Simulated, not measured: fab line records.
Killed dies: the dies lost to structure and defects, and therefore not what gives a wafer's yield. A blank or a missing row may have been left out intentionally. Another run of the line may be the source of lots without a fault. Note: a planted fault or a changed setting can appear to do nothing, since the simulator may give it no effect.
What tool caused it? :: flow nand harc :: 6 lots with 18 wafers sampled at 3 steps, on a route of 1159 steps

## WHAT THE GAUGES SHOWED, per wafer
NHARC_P_ZERO_WELL_CD_MEAS_52: target cd 2000 nm.
lot: L952
measured: day 1 23:52
on: cd sem-02
cd nm (nm): 2000.3 2002.0 2001.2

lot: L956
measured: day 2 23:45
on: cd sem-03
cd nm (nm): 1996.3 1997.3 1997.0

lot: L961
measured: day 4 05:37
on: cd sem-01
cd nm (nm): 1998.8 2000.1 2002.6

lot: L967
measured: day 5 17:46
on: cd sem-01
cd nm (nm): 2043.8 2044.9 2042.7

lot: L970
measured: day 6 11:32
on: cd sem-02
cd nm (nm): 2002.5 1999.4 2000.7

lot: L974
measured: day 7 11:50
on: cd sem-02
cd nm (nm): 1998.0 1997.3 2001.1

## EACH LOT AND THE TOOL THAT RAN IT (in order: tool; ch and the chambers of the sampled wafers; start)
lot: L952
NHARC_P_ZERO_WELL_DESCUM_26: rie diel-03 ch 0,2,3, day 1 20:55
NHARC_P_ZERO_WELL_EXPOSE_49: krf scanner-02 ch 0, day 1 23:43

lot: L956
NHARC_P_ZERO_WELL_DESCUM_26: rie diel-10 ch 2,3, day 2 20:37
NHARC_P_ZERO_WELL_EXPOSE_49: krf scanner-01 ch 0, day 2 23:36

lot: L961
NHARC_P_ZERO_WELL_DESCUM_26: rie diel-10 ch 0,1,2, day 4 02:46
NHARC_P_ZERO_WELL_EXPOSE_49: krf scanner-03 ch 0, day 4 05:28

lot: L967
NHARC_P_ZERO_WELL_DESCUM_26: rie diel-10 ch 0,3, day 5 14:46
NHARC_P_ZERO_WELL_EXPOSE_49: krf scanner-01 ch 0, day 5 17:37

lot: L970
NHARC_P_ZERO_WELL_DESCUM_26: rie diel-09 ch 2,3, day 6 08:29
NHARC_P_ZERO_WELL_EXPOSE_49: krf scanner-02 ch 0, day 6 11:22

lot: L974
NHARC_P_ZERO_WELL_DESCUM_26: rie diel-09 ch 0,1,2, day 7 08:50
NHARC_P_ZERO_WELL_EXPOSE_49: krf scanner-03 ch 0, day 7 11:41
- NHARC_P_ZERO_WELL_DESCUM_26: chemistry O2, time 3 s.
- NHARC_P_ZERO_WELL_EXPOSE_49: exposes mask P HVPW, target cd 2000 nm.

## THE ANSWER, worked out from the rows above alone
Rule: what is usual is taken from the lots themselves. The widest of any qualifying gaps counts: lots, ordered by their means at a reading, are off when they make up no more than a third of the lots, leave a main group of 4 or more, and stand apart from it by 3 or more times the standard deviation of that group's means. A main group is skipped when, at the precision printed for the reading in the tables above, its means are all equal. A lot without any number at a reading at which 4 lots or more have one is off too. All remaining lots with rows at the step are treated as sound.
Off: L967 (NHARC_P_ZERO_WELL_CD_MEAS_52, cd nm). The main group: mean 1999.6 nm, standard deviation 1.6.
If a tool, at a process step before that reading, ran all the lots that are off and no sound lot after the first of them, it fits. The gauges at NHARC_P_ZERO_WELL_CD_MEAS_52 are tried like those tools. Can't be told from this: 3 tools fit, rie diel-10 at NHARC_P_ZERO_WELL_DESCUM_26, krf scanner-01 at NHARC_P_ZERO_WELL_EXPOSE_49, cd sem-01 at NHARC_P_ZERO_WELL_CD_MEAS_52.

## WHAT WAS PUT IN BY THE SIMULATOR
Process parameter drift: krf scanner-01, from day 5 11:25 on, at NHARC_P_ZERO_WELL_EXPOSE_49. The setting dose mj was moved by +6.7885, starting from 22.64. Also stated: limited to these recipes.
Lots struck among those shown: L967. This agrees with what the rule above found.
